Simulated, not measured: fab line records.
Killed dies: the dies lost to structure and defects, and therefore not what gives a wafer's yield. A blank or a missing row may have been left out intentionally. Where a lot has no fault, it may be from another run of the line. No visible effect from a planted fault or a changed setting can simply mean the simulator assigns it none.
fab line records	flow n5_finfet
record lots=11	wafers=28	last_day=18
route steps=1938 shown BEOL_M11@1572 BEOL_M12@1602
lots with no fault: from the same line, run without faults
start_h: the number of hours between the record's first day and the start of the first shown wafer of the lot	wait_h: hours elapsed since this lot's preceding step	" identical to the entry in the row above	L1.1+2: one row covering several wafers at once	- value missing, or start not given	* or withheld: withheld	< > ~ a bound
route shown NAME@n: NAME is a module with steps in the file, n the number in the route of the first one	usual: mean/standard deviation taken from wafers without a fault	same: alike in all rows	chamber/n: place in a boat	sites: each site's reading	_std_site: the standard deviation of these	_edge_site: inner sites' mean taken away from outer sites' mean	radius_mm: for every site, how far away it sits from the centre of the wafer	mask NAME#n: copy n	behind: the most recent tool/chamber to have shaped the wafer	hold: cause of the lot's hold/its duration in hours/its outcome	device: whichever transistor did not switch (one of n, p or np)	end of line: the route-end tests of the same wafers	step lacking rows: just its recipe	killed: dies lost to structure and defects at the first sort, not the wafer's yield	map: a wafer's dies, x killed, . not, _ none there
set.NAME: the setting the step ran with; set.NAME@STEP: the setting that earlier step ran with	model.NAME: the simulator's own value behind a step, which no gauge read
one table for each step of the route and one row for each wafer, over a sample of lots
services: when a tool's chamber went out of use (start_h, in hours from the record's first day, below 0 if earlier), for how many hours, and the reason
## steps
# step N5_BEOL_M11_ETCH_65
# recipe chemistry=CF4	target=SiARC	target_depth_a=390	mask_material=CAR-ArF	time_s=65	ion_energy_ev=80	pressure_mtorr=40	source_w=545	bias_w=36	Ar_flow_sccm=100	cf4_flow_sccm=100	ends=cleared
# usual cf4_flow_sccm=100.0/0.31	drypump_motor_current_A=5.9/0.3	etch_rf_on_time_s=65.0/2.3	oes_product_au=0.70/0.073	rf_vpp_V=184.0/1.4	showerhead_plenum_p_Torr=2.14/0.086	throttle_valve_pct=15.53/0.24
lot.wafer	tool	chamber	start_h	wait_h	cf4_flow_sccm	drypump_motor_current_A	etch_rf_on_time_s	oes_product_au	rf_hours_counter_h	rf_vpp_V	showerhead_plenum_p_Torr	throttle_valve_pct
L384.1	rie_diel-03	0	225.53	0.0	100.0	5.8	61.1	0.74	50	184.4	2.18	15.74
L384.2	"	1	"	"	99.7	5.6	62.5	0.63	202	182.9	2.05	15.92
L384.3	"	2	"	"	99.8	6.5	63.8	0.83	7	182.9	2.11	15.15
L387.5	rie_diel-04	3	240.28	0.0	99.7	5.6	64.3	0.66	-	183.5	1.99	15.36
L387.6	"	2	"	"	100.1	6.1	66.1	0.79	-	184.3	2.20	15.47
L390.2	rie_diel-03	2	264.92	0.0	99.9	6.5	64.0	0.79	20	184.4	2.11	15.16
L390.5	"	3	"	"	100.1	5.5	65.6	0.80	-	184.5	2.28	15.08
L393.3	rie_diel-06	3	271.33	0.0	100.4	6.1	65.1	0.63	157	184.4	2.08	15.79
L393.4	"	1	"	"	100.2	6.2	64.7	0.73	57	184.4	2.09	15.67
L392.1	rie_diel-06	0	280.33	0.0	100.1	5.5	62.0	0.83	4	185.4	2.29	15.34
L392.6	"	2	"	"	100.5	5.9	66.0	0.76	-	184.1	2.18	15.29
L396.3	rie_diel-06	3	314.99	0.0	99.7	6.1	64.2	0.63	169	182.7	2.07	15.80
L396.4	"	1	"	"	100.2	6.2	64.1	0.72	68	182.8	2.09	15.66
L396.6	"	3	"	"	99.8	6.0	64.4	0.63	-	183.2	2.07	15.80
L397.2	rie_diel-06	3	317.47	0.0	99.9	6.0	65.0	0.62	169	183.3	2.07	15.81
L397.4	"	0	"	"	100.2	5.5	63.0	0.80	14	185.7	2.28	15.36
L398.3	rie_diel-03	0	320.37	0.0	100.5	5.8	61.2	0.72	79	184.3	2.17	15.79
L398.4	"	1	"	"	99.8	5.6	61.4	0.62	233	181.4	2.04	16.00
L398.5	"	0	"	"	100.0	5.9	62.0	0.71	-	183.4	2.17	15.79
L400.1	rie_diel-04	0	335.08	0.0	99.6	5.4	65.3	0.62	206	183.8	2.04	15.51
L400.2	"	1	"	"	99.8	6.2	71.9	0.57	216	186.3	2.21	15.60
L400.3	"	2	"	"	100.3	6.0	66.8	0.73	38	185.8	2.19	15.52
L406.1	rie_diel-06	3	373.28	0.0	99.6	6.0	65.4	0.62	184	183.5	2.07	15.83
L406.4	"	1	"	"	100.0	6.2	64.6	0.70	85	183.0	2.08	15.71
L406.6	"	2	"	"	99.8	5.9	65.9	0.72	-	184.4	2.18	15.35
L407.2	rie_diel-06	2	396.09	0.0	100.2	5.9	66.4	0.71	51	184.3	2.17	15.36
L407.5	"	1	"	"	99.7	6.2	63.9	0.70	-	182.6	2.08	15.73
L407.6	"	2	"	"	100.4	5.9	66.4	0.70	-	186.1	2.17	15.36
# step N5_BEOL_M11_CD_MEAS_35
# recipe target_cd_nm=70	polarity=opening
# usual cd_nm=70.1/0.9
lot.wafer	tool	chamber	start_h	wait_h	cd_nm
L384.1	cd_sem-01	-	226.14	0.0	71.4
L384.2	"	-	"	"	70.9
L384.3	"	-	"	"	69.2
L387.5	cd_sem-01	-	240.88	0.0	70.3
L387.6	"	-	"	"	70.4
L390.2	cd_sem-03	-	265.63	0.0	70.6
L390.5	"	-	"	"	68.2
L393.3	cd_sem-01	-	272.04	0.0	70.1
L393.4	"	-	"	"	70.7
L392.1	cd_sem-02	-	280.94	0.0	70.0
L392.6	"	-	"	"	68.3
L396.3	cd_sem-03	-	315.60	0.0	70.5
L396.4	"	-	"	"	70.9
L396.6	"	-	"	"	71.8
L397.2	cd_sem-02	-	318.08	0.0	70.1
L397.4	"	-	"	"	71.2
L398.3	cd_sem-02	-	320.99	0.0	68.9
L398.4	"	-	"	"	70.0
L398.5	"	-	"	"	70.4
L400.1	cd_sem-03	-	335.70	0.0	69.7
L400.2	"	-	"	"	69.6
L400.3	"	-	"	"	69.0
L406.1	cd_sem-02	-	373.89	0.0	70.3
L406.4	"	-	"	"	70.5
L406.6	"	-	"	"	70.1
L407.2	cd_sem-02	-	396.70	0.0	70.1
L407.5	"	-	"	"	69.9
L407.6	"	-	"	"	68.8
# step N5_BEOL_M12_ILD_DEP_00
# recipe material=SiOC	target_thk_a=6589.2	temp_c=350	precursor=DEMS/O2	pressure_torr=5	rf_w=500	time_s=130.7
# usual heater_power_w=474/87	showerhead_plenum_p_Torr=5.702/0.019	susceptor_temp_C=349.98/0.21	throttle_valve_pct=11.9/0.46
lot.wafer	tool	chamber	start_h	wait_h	heater_power_w	showerhead_plenum_p_Torr	since_wet_clean_h	susceptor_temp_C	throttle_valve_pct
L384.1	pecvd-02	1	228.40	0.0	486	5.720	1839	349.63	12.5
L384.2	"	2	"	"	372	5.663	360	349.88	11.9
L384.3	"	0	"	"	449	5.708	1114	350.01	12.3
L387.5	pecvd-02	2	243.36	0.1	366	5.655	-	349.91	12.1
L387.6	"	0	"	"	453	5.696	-	350.01	12.1
L390.2	pecvd-01	0	267.61	0.0	580	5.718	790	349.72	11.9
L390.5	"	0	"	"	594	5.718	-	349.77	11.6
L393.3	pecvd-02	1	275.34	0.0	466	5.719	1885	350.04	12.6
L393.4	"	1	"	"	499	5.726	-	350.05	12.6
L392.1	pecvd-02	0	283.68	0.0	455	5.705	1169	350.00	12.4
L392.6	"	0	"	"	369	5.701	-	350.09	12.0
L396.3	pecvd-02	0	318.40	0.0	384	5.707	1204	350.10	12.0
L396.4	"	0	"	"	421	5.715	-	349.90	12.3
L396.6	"	2	"	"	363	5.656	-	349.67	12.3
L397.2	pecvd-01	1	321.57	0.0	416	5.703	1569	349.75	11.4
L397.4	"	0	"	"	593	5.709	-	350.25	11.9
L398.3	pecvd-02	0	324.18	0.0	581	5.708	1209	374.05	12.2
L398.4	"	2	"	"	447	5.671	-	350.05	12.0
L398.5	"	0	"	"	455	5.711	-	374.09	12.0
L400.1	pecvd-02	2	337.99	0.0	378	5.670	469	350.00	12.2
L400.2	"	0	"	"	535	5.713	1223	373.97	11.9
L400.3	"	1	"	"	480	5.711	1948	350.46	12.5
L406.1	pecvd-01	2	377.97	0.0	452	5.699	147	349.88	11.1
L406.4	"	0	"	"	589	5.715	-	350.16	11.8
L406.6	"	1	"	"	325	5.685	-	349.96	11.5
L407.2	pecvd-04	0	398.97	0.0	508	5.710	1465	349.99	11.9
L407.5	"	0	"	"	422	5.730	-	350.13	11.8
L407.6	"	2	"	"	694	5.726	-	350.14	12.2
# step N5_BEOL_M12_THK_MEAS_01
# recipe reads=SiOC_of_BEOL_M12_ILD_DEP_00
# usual M12_ILD_THK=656/9.4
lot.wafer	tool	chamber	start_h	wait_h	M12_ILD_THK[nm]
L384.1	film_metro-02	-	228.53	0.1	649
L384.2	"	-	"	"	658
L384.3	"	-	"	"	654
L387.5	film_metro-01	-	243.44	0.0	656
L387.6	"	-	"	"	665
L390.2	film_metro-02	-	267.74	0.1	653
L390.5	"	-	"	"	672
L393.3	film_metro-01	-	275.48	0.1	641
L393.4	"	-	"	"	651
L392.1	film_metro-02	-	283.81	0.1	654
L392.6	"	-	"	"	661
L396.3	film_metro-01	-	318.54	0.1	644
L396.4	"	-	"	"	650
L396.6	"	-	"	"	654
L397.2	film_metro-02	-	321.70	0.1	636
L397.4	"	-	"	"	662
L398.3	film_metro-01	-	324.32	0.1	621
L398.4	"	-	"	"	661
L398.5	"	-	"	"	623
L400.1	film_metro-01	-	338.17	0.1	648
L400.2	"	-	"	"	609
L400.3	"	-	"	"	635
L406.1	film_metro-01	-	378.10	0.1	653
L406.4	"	-	"	"	663
L406.6	"	-	"	"	653
L407.2	film_metro-01	-	399.15	0.1	648
L407.5	"	-	"	"	662
L407.6	"	-	"	"	654
# step N5_BEOL_M12_INSPECT_12
# recipe mode=adi	inspect_instrument=macro
# usual raw_defect_count=2.2/1.5
lot.wafer	tool	chamber	start_h	wait_h	raw_defect_count
L384.1	defect_inspect-02	-	228.89	0.0	3
L384.2	"	-	"	"	2
L384.3	"	-	"	"	2
L387.5	defect_inspect-02	-	243.80	0.0	1
L387.6	"	-	"	"	0
L390.2	defect_inspect-02	-	268.10	0.0	3
L390.5	"	-	"	"	0
L393.3	defect_inspect-02	-	275.84	0.0	2
L393.4	"	-	"	"	3
L392.1	defect_inspect-01	-	284.17	0.0	2
L392.6	"	-	"	"	3
L396.3	defect_inspect-02	-	319.02	0.0	3
L396.4	"	-	"	"	0
L396.6	"	-	"	"	2
L397.2	defect_inspect-02	-	322.06	0.0	0
L397.4	"	-	"	"	4
L398.3	defect_inspect-02	-	324.80	0.0	4
L398.4	"	-	"	"	4
L398.5	"	-	"	"	3
L400.1	defect_inspect-02	-	338.53	0.0	4
L400.2	"	-	"	"	2
L400.3	"	-	"	"	2
L406.1	defect_inspect-01	-	378.58	0.0	3
L406.4	"	-	"	"	3
L406.6	"	-	"	"	2
L407.2	defect_inspect-02	-	399.64	0.0	1
L407.5	"	-	"	"	4
L407.6	"	-	"	"	2
## services
tool	chamber	start_h	hours	kind
rie_diel-06	-	201.59	2.8	pm
rie_diel-04	0	209.83	5.8	repair
rie_diel-06	2	213.54	-	clean
rie_diel-06	2	213.54	-	consumable_replace:focus_ring
rie_diel-06	2	213.54	13.1	scheduled_down
rie_diel-06	2	213.54	13.1	vent_cycle
pecvd-02	-	239.60	1.0	repair
rie_diel-06	0	242.41	-	clean
pecvd-01	-	242.73	2.0	repair
rie_diel-04	0	250.43	17.9	repair
rie_diel-03	-	267.61	2.8	pm
pecvd-01	1	268.27	3.6	repair
rie_diel-03	3	285.89	4.9	repair
pecvd-01	2	314.61	4.8	repair
rie_diel-06	-	318.79	1.1	repair
pecvd-01	-	337.11	14.6	pm
rie_diel-04	0	341.79	8.0	repair
pecvd-02	0	346.60	2.1	scheduled_down
pecvd-04	-	350.50	5.5	pm
pecvd-04	-	359.46	1.0	repair
rie_diel-06	0	366.77	5.4	repair
pecvd-04	-	370.94	11.4	repair
rie_diel-04	0	391.03	6.1	repair
rie_diel-06	3	398.14	6.2	repair
## key
first_sign step=N5_BEOL_M12_ILD_DEP_00	reading=susceptor_temp_C	direction=up	sigmas=99+	usual=*	struck=*
effect step=N5_BEOL_M12_THK_MEAS_01	reading=M12_ILD_THK	direction=down	sigmas=4	usual=656	struck=618
met_at N5_BEOL_M12_ILD_DEP_00
struck_lots L398,L400
struck_wafers L398.3,L398.5,L400.2
not_acting_at N5_BEOL_M11_ETCH_65,N5_BEOL_M11_CD_MEAS_35,N5_BEOL_M12_INSPECT_12
onset_between 318.40 324.18
fault kind=process_parameter_drift	tool=pecvd-02	chamber=0	onset_h=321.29	steps=N5_BEOL_M12_ILD_DEP_00	channel=temp_c	offset=*	shape=step	end_h=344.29	acts_in=*	stated=*
